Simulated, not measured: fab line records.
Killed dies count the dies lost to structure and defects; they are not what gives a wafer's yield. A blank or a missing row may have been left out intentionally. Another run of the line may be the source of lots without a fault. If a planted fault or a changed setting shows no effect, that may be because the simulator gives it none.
Chamber matching + flow nand harc + NHARC_P_CONTACT_ETCH_35 on rie diel-02: 4 sister chambers
The step etches the open film in CF4, target depth 39 nm, time 65 s. 4 wafers are shown with their chamber, then 10 later ones without.

## WAFERS, EACH WITH ITS CHAMBER
| wafer  | chamber | drypump motor current A (A) |
|--------|---------|-----------------------------|
| L083.1 | 3       | 5.3                         |
| L088.1 | 0       | 6.4                         |
| L090.1 | 2       | 5.7                         |
| L090.3 | 1       | 5.8                         |

## WAFERS MISSING THEIR CHAMBER
| wafer  | drypump motor current A (A) |
|--------|-----------------------------|
| L090.4 | 5.4                         |
| L092.1 | 5.7                         |
| L092.2 | 6.3                         |
| L092.3 | 5.3                         |
| L093.2 | 5.8                         |
| L093.3 | 5.8                         |
| L093.5 | 5.8                         |
| L096.1 | 6.4                         |
| L096.5 | 5.8                         |
| L096.6 | 5.3                         |

## WHICH CHAMBER EACH ONE RAN IN
| wafer  | from the rows above | in truth                   |
|--------|---------------------|----------------------------|
| L090.4 | 3                   | 3                          |
| L092.1 | 2                   | 2                          |
| L092.2 | 0                   | 0                          |
| L092.3 | 3                   | 3                          |
| L093.2 | 1                   | 1                          |
| L093.3 | 1                   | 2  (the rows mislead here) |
| L093.5 | 1                   | 1                          |
| L096.1 | 0                   | 0                          |
| L096.5 | 1                   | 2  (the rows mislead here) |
| L096.6 | 3                   | 3                          |
8 of 10 placed correctly. Can't be placed from these rows: 0. Placed wrongly: 2.
How it was worked out, from the rows above alone: a wafer's distance from a chamber is the root of the sum, over the readings, of the square of ((its reading less the chamber's mean) divided by the reading's scatter). The wafer belongs to the nearest chamber; if the next one is less than 2 further off, it can't be placed. A chamber's mean is the mean of its shown wafers. The scatter (one wafer shown for each chamber): square how far every hidden wafer sits from the nearest shown wafer, average those squares and take the square root.
